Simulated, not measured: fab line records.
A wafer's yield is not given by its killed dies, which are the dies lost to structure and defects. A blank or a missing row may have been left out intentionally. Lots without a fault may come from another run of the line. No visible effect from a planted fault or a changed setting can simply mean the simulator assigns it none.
Matching of chambers ; flow n5-finfet ; N5_BEOL_M6_ILD_DEP_00 on pecvd-03 has 3 sister chambers
The step deposits SiCOH lowk from DEMS/porogen, target thk 179.75 nm, time 33.4 s. 6 wafers are shown with their chamber, then 8 later ones without.

== WAFERS WITH THEIR CHAMBER ==
wafer;chamber;showerhead-plenum-p-Torr (Torr);throttle-valve-pct (%)
L077.2;2;5.722;13.2
L082.6;0;5.766;13.1
L086.1;1;5.722;13.7
L086.2;0;5.750;13.3
L086.6;1;5.725;13.8
L091.1;2;5.704;12.0

== WAFERS WITHOUT THEIR CHAMBER ==
wafer;showerhead-plenum-p-Torr (Torr);throttle-valve-pct (%)
L091.2;5.746;13.3
L091.6;5.740;13.1
L093.3;5.748;13.7
L093.4;5.711;12.2
L093.6;5.759;13.3
L097.2;5.711;11.9
L097.3;5.746;13.9
L097.6;5.753;13.2

== THE CHAMBER EACH PASSED THROUGH ==
wafer;from the rows above;in truth
L091.2;can't be placed: 0 or 1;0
L091.6;can't be placed: 0 or 1 or 2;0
L093.3;can't be placed: 0 or 1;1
L093.4;2;2
L093.6;0;0
L097.2;2;2
L097.3;can't be placed: 0 or 1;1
L097.6;0;0
Correct placement for 4 of the 8. Not placeable from these rows: 4 (in 4, the candidates include the true chamber). Wrongly placed: 0.
How it was worked out, from the rows above alone: a wafer's distance from a chamber is the root of the sum, over the readings, of the square of ((its reading less the chamber's mean) divided by the reading's scatter). If the next closest chamber is less than 2 further off than the closest, the wafer can't be placed; otherwise it belongs to the closest. The mean given for a chamber averages the wafers shown for that chamber. How the scatter is found: for the shown wafers, subtract from each reading the mean of its chamber, square and add these, divide the total by (wafers less chambers), then take the root.
